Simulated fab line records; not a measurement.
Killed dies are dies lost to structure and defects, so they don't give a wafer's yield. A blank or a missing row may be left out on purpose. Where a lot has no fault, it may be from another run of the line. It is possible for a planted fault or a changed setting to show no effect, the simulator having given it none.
Which tool is to blame?    flow nand harc    39 wafers from 13 lots sampled at 5 of the route's 1159 steps

== WHAT THE GAUGES SHOWED, per wafer ==
NHARC_END_SORT_01. Usual: killed at array 29, standard deviation 11; killed at other 0.5, standard deviation 0.8; killed at periphery 3.5, standard deviation 2.8; killed dies 33, standard deviation 12; killed open 3.1, standard deviation 1.8; killed short 1.8, standard deviation 1.4.
lot   measured      on         killed at array  killed at other  killed at periphery  killed dies  killed open  killed short  flag
L384  day 25 08:32  prober-01  27 652 33        0 2 1            1 6 4                28 660 38    0 3 2        1 0 2         OFF
L383  day 25 01:31  prober-02  639 46 653       2 1 4            9 5 7                650 52 664   2 3 5        0 4 3         OFF

== WHICH TOOL RAN EACH LOT (tool, then ch and the chambers of the sampled wafers, then the start) ==
lot   NHARC_A_STAIRCASE_ETCH_453                     NHARC_A_STAIRCASE_ALD_415         NHARC_A_STAIRCASE_DEP_417        NHARC_A_STAIRCASE_DEP_151
L365  rie diel-10 ch 0,3, day 12 11:27 or earlier    ald hk-03 ch 0,1,2, day 12 11:27  pecvd-01 ch 0,2, day 12 13:16    pecvd-02 ch 1,2, day 13 09:10
L364  rie diel-05 ch 1,2,3, day 12 15:28 or earlier  ald hk-01 ch 0,1,2, day 12 15:28  pecvd-04 ch 0,1,2, day 12 17:24  pecvd-04 ch 0,1, day 13 09:33
L363  rie diel-10 ch 0,1,2, day 12 23:26 or earlier  ald hk-01 ch 0,2,3, day 12 23:26  pecvd-02 ch 0,1, day 13 01:44    pecvd-04 ch 0,1,2, day 13 14:04
L366  rie diel-10 ch 1,2, day 13 00:55 or earlier    ald hk-03 ch 0,1,3, day 13 00:55  pecvd-02 ch 1,2, day 13 03:16    pecvd-02 ch 0,1,2, day 13 14:10
L369  rie diel-05 ch 0,1, day 13 05:37 or earlier    ald hk-01 ch 0,1, day 13 05:37    pecvd-02 ch 0,1,2, day 13 08:02  pecvd-04 ch 0,1,2, day 13 20:18
L370  rie diel-10 ch 0,2,3, day 13 07:07 or earlier  ald hk-03 ch 0,1,2, day 13 07:07  pecvd-04 ch 0,2, day 13 10:52    pecvd-04 ch 0,1,2, day 13 23:01
L374  rie diel-10 ch 1,2, day 14 03:48 or earlier    ald hk-02 ch 1,3, day 14 03:48    pecvd-02 ch 1,2, day 14 06:11    pecvd-02 ch 0,1, day 14 19:46
L371  rie diel-10 ch 2,3, day 14 06:14 or earlier    ald hk-02 ch 0,1, day 14 06:14    pecvd-04 ch 0,2, day 14 08:29    pecvd-01 ch 0,1,2, day 14 20:08
L375  rie diel-06 ch 0,2,3, day 15 00:50 or earlier  ald hk-01 ch 0,1,3, day 15 00:50  pecvd-04 ch 0,2, day 15 03:05    pecvd-01 ch 0,1,2, day 15 14:18
L384  rie diel-06 ch 1,3, day 16 23:50 or earlier    ald hk-03 ch 0,2,3, day 16 23:50  pecvd-01 ch 0,1, day 17 01:53    pecvd-02 ch 0,1, day 17 14:03
L385  rie diel-06 ch 0,1,2, day 17 04:04 or earlier  ald hk-02 ch 0,2,3, day 17 04:04  pecvd-02 ch 0,1,2, day 17 06:00  pecvd-02 ch 0,1,2, day 17 18:08
L383  rie diel-05 ch 0,1,3, day 17 04:15 or earlier  ald hk-03 ch 1,2,3, day 17 04:15  pecvd-01 ch 0,1, day 17 06:32    pecvd-04 ch 1,2, day 17 17:51
L386  rie diel-06 ch 0,3, day 18 03:43 or earlier    ald hk-02 ch 0,1, day 18 03:43    pecvd-02 ch 0,1,2, day 18 07:02  pecvd-02 ch 1,2, day 18 18:04
- NHARC_A_STAIRCASE_ETCH_453: etches the open film in CF4/O2, target depth 30 nm, overetch 3 nm, time 16.5 s.
- NHARC_A_STAIRCASE_ALD_415: deposits SiO2, target thk 30 nm, pulse time 6 s, ald cycles 300.
- NHARC_A_STAIRCASE_DEP_417: deposits Si3N4, target thk 60 nm.
- NHARC_A_STAIRCASE_DEP_151: deposits SiO2, target thk 3800 nm.

== AS READ BY THE TOOLS THEMSELVES (means over the sampled wafers that have a number; for cases with no such wafer, the mark the record gives instead) ==
NHARC_A_STAIRCASE_ETCH_453. Usual: drypump motor current A 5.9 A, standard deviation 0.47; oes product au 0.999 a.u., standard deviation 0.0085; rf vpp V 197.6 V, standard deviation 1.1; showerhead plenum p Torr 1.33 Torr, standard deviation 0.038; throttle valve pct 13.398 %, standard deviation 0.009.
lot   tool         drypump motor current A (A)  oes product au (a.u.)  rf vpp V (V)  showerhead plenum p Torr (Torr)  throttle valve pct (%)  flag
L365  rie diel-10  5.4                          1.000                  197.2         1.35                             13.400                  
L364  rie diel-05  5.9                          0.995                  197.5         1.31                             13.400                  
L363  rie diel-10  6.2                          0.997                  199.0         1.34                             13.402                  
L366  rie diel-10  6.4                          1.006                  197.9         1.34                             13.396                  
L369  rie diel-05  5.7                          1.001                  196.5         1.29                             13.396                  
L370  rie diel-10  5.6                          1.009                  198.1         1.34                             13.408                  
L374  rie diel-10  6.4                          1.005                  198.0         1.34                             13.389                  
L371  rie diel-10  5.5                          1.000                  197.6         1.31                             13.402                  
L375  rie diel-06  5.9                          0.994                  197.8         1.34                             13.401                  
L384  rie diel-06  5.8                          1.006                  198.5         1.33                             13.397                  
L385  rie diel-06  5.8                          1.004                  196.9         1.32                             13.396                  
L383  rie diel-05  5.6                          0.991                  196.4         1.28                             13.404                  
L386  rie diel-06  6.2                          1.006                  197.8         1.35                             13.401                  

NHARC_A_STAIRCASE_ALD_415. Usual: heater power w 482 W, standard deviation 35; precursor pulse height rel 1.001, standard deviation 0.022.
lot   tool       heater power w (W)  precursor pulse height rel  flag
L365  ald hk-03  471                 1.001                       
L364  ald hk-01  503                 0.994                       
L363  ald hk-01  476                 0.995                       
L366  ald hk-03  485                 1.016                       
L369  ald hk-01  483                 1.020                       
L370  ald hk-03  476                 1.002                       
L374  ald hk-02  442                 1.010                       
L371  ald hk-02  439                 0.987                       
L375  ald hk-01  482                 1.011                       
L384  ald hk-03  484                 1.013                       
L385  ald hk-02  480                 0.992                       
L383  ald hk-03  497                 1.013                       
L386  ald hk-02  445                 0.997                       

NHARC_A_STAIRCASE_DEP_417. Usual: heater power w at 744 W, with a standard deviation of 87.
lot   tool      heater power w (W)  flag
L365  pecvd-01  696                 
L364  pecvd-04  761                 
L363  pecvd-02  762                 
L366  pecvd-02  794                 
L369  pecvd-02  715                 
L370  pecvd-04  777                 
L374  pecvd-02  743                 
L371  pecvd-04  705                 
L375  pecvd-04  845                 
L384  pecvd-01  736                 
L385  pecvd-02  756                 
L383  pecvd-01  734                 
L386  pecvd-02  710                 

NHARC_A_STAIRCASE_DEP_151. Usual: heater power w at 675 W, with a standard deviation of 95.
lot   tool      heater power w (W)  flag
L365  pecvd-02  740                 
L364  pecvd-04  590                 
L363  pecvd-04  691                 
L366  pecvd-02  634                 
L369  pecvd-04  640                 
L370  pecvd-04  699                 
L374  pecvd-02  741                 
L371  pecvd-01  640                 
L375  pecvd-01  722                 
L384  pecvd-02  686                 
L385  pecvd-02  606                 
L383  pecvd-04  746                 
L386  pecvd-02  615                 

== THE ANSWER, worked out from the rows above alone ==
Rule: lot off if the mean of its wafers having a number is beyond 3 standard deviations from the usual mean. Also off: a lot with no number at a reading for which 4 or more lots have one. The other lots that the step has rows for count as sound. Order of review: gauges by route order, followed by the tools' own readings, for which a lot's mean as printed above is used. The first step at which some lot is off is used, and at that step the reading that is off furthest; a lot without a number counts as furthest.
Off: L384, L383 (NHARC_END_SORT_01, killed at array). Neither off nor sound, because the step has no rows for them: L365, L364, L363, L366, L369, L370, L374, L371, L375, L385, L386.
A tool fits if, at a process step before that reading, it ran every lot that is off, and no sound lot after the first of them. Those tools and the gauges at NHARC_END_SORT_01 are tried in the same way. With no start given for some of its lots, NHARC_A_STAIRCASE_ETCH_453 uses the hours and lot order of NHARC_A_STAIRCASE_ALD_415. 2 tools fit, ald hk-03 at NHARC_A_STAIRCASE_ALD_415 and pecvd-01 at NHARC_A_STAIRCASE_DEP_417, so this cannot tell which one it is.

== WHAT THE SIMULATOR HAD PUT IN ==
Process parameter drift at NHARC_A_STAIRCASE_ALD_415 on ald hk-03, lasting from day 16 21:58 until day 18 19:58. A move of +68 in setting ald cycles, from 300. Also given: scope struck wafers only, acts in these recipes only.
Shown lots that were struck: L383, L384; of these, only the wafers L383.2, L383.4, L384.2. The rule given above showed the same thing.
